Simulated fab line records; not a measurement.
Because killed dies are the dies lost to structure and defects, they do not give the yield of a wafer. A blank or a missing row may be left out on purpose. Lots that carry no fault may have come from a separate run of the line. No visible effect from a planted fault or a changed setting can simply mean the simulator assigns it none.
Chamber matching | flow nandHarc | 3 sister chambers for NHARC_P_M0_DEP_32 on pecvd-03
The step deposits SiCN, target thk 30 nm. 6 wafers are shown with their chamber, then 9 later ones without.

WAFERS, EACH WITH ITS CHAMBER
wafer  | chamber | heaterPowerW (W) | rfFwdPowerW (W)
L079.5 | 1       | 655              | 447.3
L083.2 | 1       | 671              | 449.7
L083.6 | 2       | 499              | 449.6
L087.2 | 2       | 526              | 449.3
L087.3 | 0       | 835              | 448.7
L087.4 | 0       | 849              | 447.6

WAFERS WITH NO CHAMBER GIVEN
wafer  | heaterPowerW (W) | rfFwdPowerW (W)
L090.1 | 560              | 450.7
L090.2 | 655              | 449.1
L090.3 | 714              | 450.1
L092.1 | 633              | 446.7
L092.2 | 755              | 450.4
L092.5 | 612              | 448.3
L094.2 | 566              | 448.1
L094.4 | 617              | 451.4
L094.5 | 745              | 448.8

EACH ONE'S CHAMBER
wafer  | from the rows above     | in truth
L090.1 | 2                       | 2
L090.2 | 1                       | 1
L090.3 | 1                       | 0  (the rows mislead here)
L092.1 | 1                       | 1
L092.2 | can't be placed: 0 or 1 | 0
L092.5 | 1                       | 1
L094.2 | 2                       | 2
L094.4 | 1                       | 1
L094.5 | can't be placed: 1 or 0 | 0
Placed correctly: 6 of 9. Unplaceable from these rows: 2, with the true chamber sitting among the candidates in 2. Number placed wrongly: 1.
How it was worked out, from the rows above alone: a wafer's distance from a chamber is the root of the sum, over the readings, of the square of ((its reading less the chamber's mean) divided by the reading's scatter). The wafer belongs to the nearest chamber; if the next one is less than 2 further off, it can't be placed. The mean given for a chamber averages the wafers shown for that chamber. The scatter is the square root of a quotient: the sum, over the shown wafers, of each reading's squared deviation from its chamber's mean, divided by wafers minus chambers.
